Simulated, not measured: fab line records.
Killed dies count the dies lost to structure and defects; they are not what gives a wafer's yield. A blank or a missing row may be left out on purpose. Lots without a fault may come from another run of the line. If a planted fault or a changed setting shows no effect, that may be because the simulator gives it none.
What tool caused it? | flow n5_finfet | 12 lots with 36 wafers sampled at 6 steps, on a route of 1938 steps

== WHAT THE GAUGES READ, wafer by wafer ==
N5_BEOL_M1_INSPECT_59: inspects for defects (darkfield).
lot  | measured     | on                | raw_defect_count
L075 | day 6 12:04  | defect_inspect-02 | 45 43 62
L077 | day 7 04:43  | defect_inspect-01 | 75 85 83
L079 | day 7 13:47  | defect_inspect-02 | 96 83 92
L081 | day 8 09:37  | defect_inspect-02 | 70 68 56
L083 | day 8 15:16  | defect_inspect-01 | 50 71 70
L086 | day 9 11:04  | defect_inspect-01 | 76 48 45
L087 | day 9 17:44  | defect_inspect-01 | 56 63 91
L089 | day 10 04:26 | defect_inspect-02 | 98 81 67
L091 | day 10 19:13 | defect_inspect-02 | 40 61 45
L092 | day 11 01:13 | defect_inspect-02 | 52 73 70
L095 | day 11 22:33 | defect_inspect-01 | 125 89 93
L097 | day 12 14:10 | defect_inspect-01 | 71 64 59

== WHICH TOOL RAN EACH LOT (tool, then ch and the chambers of the sampled wafers, then the start) ==
lot  | N5_BEOL_M1_DEGAS_44          | N5_BEOL_M1_SPUTTER_48        | N5_BEOL_M1_SPUTTER_81        | N5_BEOL_M1_ANNEAL_87         | N5_BEOL_M1_CO_CAP_55
L075 | pvd_sputter-01, day 6 08:32  | pvd_sputter-01, day 6 09:13  | pvd_sputter-01, day 6 09:40  | pvd_sputter-01, day 6 09:58  | cvd_co-02 ch 0,1,2, day 6 11:51
L077 | pvd_sputter-03, day 7 01:13  | pvd_sputter-03, day 7 01:52  | pvd_sputter-03, day 7 02:19  | pvd_sputter-03, day 7 02:37  | cvd_co-02 ch 0,2, day 7 04:30
L079 | pvd_sputter-03, day 7 10:19  | pvd_sputter-03, day 7 10:56  | pvd_sputter-03, day 7 11:23  | pvd_sputter-03, day 7 11:41  | cvd_co-02 ch 0,1,2, day 7 13:34
L081 | pvd_sputter-03, day 8 06:13  | pvd_sputter-02, day 8 06:47  | pvd_sputter-02, day 8 07:13  | pvd_sputter-02, day 8 07:31  | cvd_co-01 ch 0,1, day 8 09:25
L083 | pvd_sputter-02, day 8 11:52  | pvd_sputter-01, day 8 12:25  | pvd_sputter-01, day 8 12:52  | pvd_sputter-01, day 8 13:10  | cvd_co-01 ch 1,2, day 8 15:03
L086 | pvd_sputter-03, day 9 07:19  | pvd_sputter-01, day 9 08:14  | pvd_sputter-01, day 9 08:40  | pvd_sputter-01, day 9 08:58  | cvd_co-01 ch 0,2, day 9 10:51
L087 | pvd_sputter-03, day 9 14:08  | pvd_sputter-01, day 9 14:52  | pvd_sputter-01, day 9 15:19  | pvd_sputter-01, day 9 15:37  | cvd_co-01 ch 0,1,2, day 9 17:30
L089 | pvd_sputter-03, day 10 00:55 | pvd_sputter-02, day 10 01:36 | pvd_sputter-02, day 10 02:02 | pvd_sputter-02, day 10 02:20 | cvd_co-01 ch 0,2, day 10 04:14
L091 | pvd_sputter-03, day 10 15:31 | pvd_sputter-01, day 10 16:23 | pvd_sputter-01, day 10 16:50 | pvd_sputter-01, day 10 17:08 | cvd_co-02 ch 0,1, day 10 19:01
L092 | pvd_sputter-01, day 10 21:34 | pvd_sputter-02, day 10 22:21 | pvd_sputter-02, day 10 22:47 | pvd_sputter-02, day 10 23:05 | cvd_co-02 ch 0,1, day 11 01:00
L095 | pvd_sputter-01, day 11 18:33 | pvd_sputter-01, day 11 19:14 | pvd_sputter-01, day 11 19:40 | pvd_sputter-01, day 11 19:58 | cvd_co-02 ch 0,1, day 11 22:20
L097 | pvd_sputter-01, day 12 08:28 | pvd_sputter-01, day 12 11:20 | pvd_sputter-01, day 12 11:47 | pvd_sputter-01, day 12 12:05 | cvd_co-02 ch 0,1,2, day 12 13:58
- N5_BEOL_M1_DEGAS_44: time 60 s.
- N5_BEOL_M1_SPUTTER_48: material Cu, target thk 4.5 nm, time 8.29 s.
- N5_BEOL_M1_SPUTTER_81: material Cu, target thk 4.5 nm, time 8.29 s.
- N5_BEOL_M1_ANNEAL_87: time 240 s.
- N5_BEOL_M1_CO_CAP_55: material Co, precursor CCTBA/H2, target thk 2 nm, time 102.1 s.

== THE ANSWER, worked out from the rows above alone ==
Rule: usual is defined by the lots themselves. Put in order of their means at a reading, lots are off if they are a third of the lots or fewer, leave a main group of 4 or more, and stand apart from it by a gap of 3 or more times the standard deviation of the main group's means; of several such gaps the widest counts. The tables above print the reading to a certain number of digits; a main group whose means all agree to those digits is not used. Also off: a lot with no number at a reading for which 4 or more lots have one. Where the step has rows for the other lots, those lots are counted as sound.
No lot is off at any reading shown: from this, nothing can be told.

== WHAT THE SIMULATOR HAD INSERTED ==
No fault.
